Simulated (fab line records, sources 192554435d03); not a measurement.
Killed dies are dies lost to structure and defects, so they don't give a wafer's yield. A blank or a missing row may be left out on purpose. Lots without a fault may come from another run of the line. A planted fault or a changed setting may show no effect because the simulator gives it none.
Chamber matching | flow n5_finfet | N5_BEOL_M5_ETCH_72 on rie_diel-05: 4 sister chambers
The step etches underlayer in N2/H2, target depth 6.5 nm, time 5.2 s. 4 wafers are shown with their chamber, then 7 later ones without.

WAFERS WITH THEIR CHAMBER
wafer  | chamber | throttle_valve_pct (%)
L086.4 | 3       | 18.21
L091.4 | 0       | 17.66
L090.2 | 2       | 17.84
L090.5 | 1       | 18.17

WAFERS WITHOUT THEIR CHAMBER
wafer  | throttle_valve_pct (%)
L090.6 | 17.64
L092.2 | 17.64
L092.3 | 18.18
L092.4 | 17.86
L096.2 | 18.20
L096.3 | 17.86
L096.6 | 18.16

WHICH CHAMBER EACH WENT THROUGH
wafer  | from the rows above     | in truth
L090.6 | 0                       | 0
L092.2 | 0                       | 0
L092.3 | can't be placed: 1 or 3 | 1
L092.4 | 2                       | 2
L096.2 | can't be placed: 3 or 1 | 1
L096.3 | 2                       | 2
L096.6 | 1                       | 1
Placed correctly: 5 of 7. Can't be placed from these rows: 2 (the true chamber is among the candidates in 2). Placed wrongly: 0.
How it was worked out, from the rows above alone: a wafer's distance from a chamber is the root of the sum, over the readings, of the square of ((its reading less the chamber's mean) divided by the reading's scatter). The wafer belongs to the nearest chamber; if the next one is less than 2 further off, it can't be placed. A chamber's mean is the mean of its shown wafers. The scatter: with one shown wafer a chamber, the root of the mean of the squares of how far each hidden wafer lies from its nearest shown one.
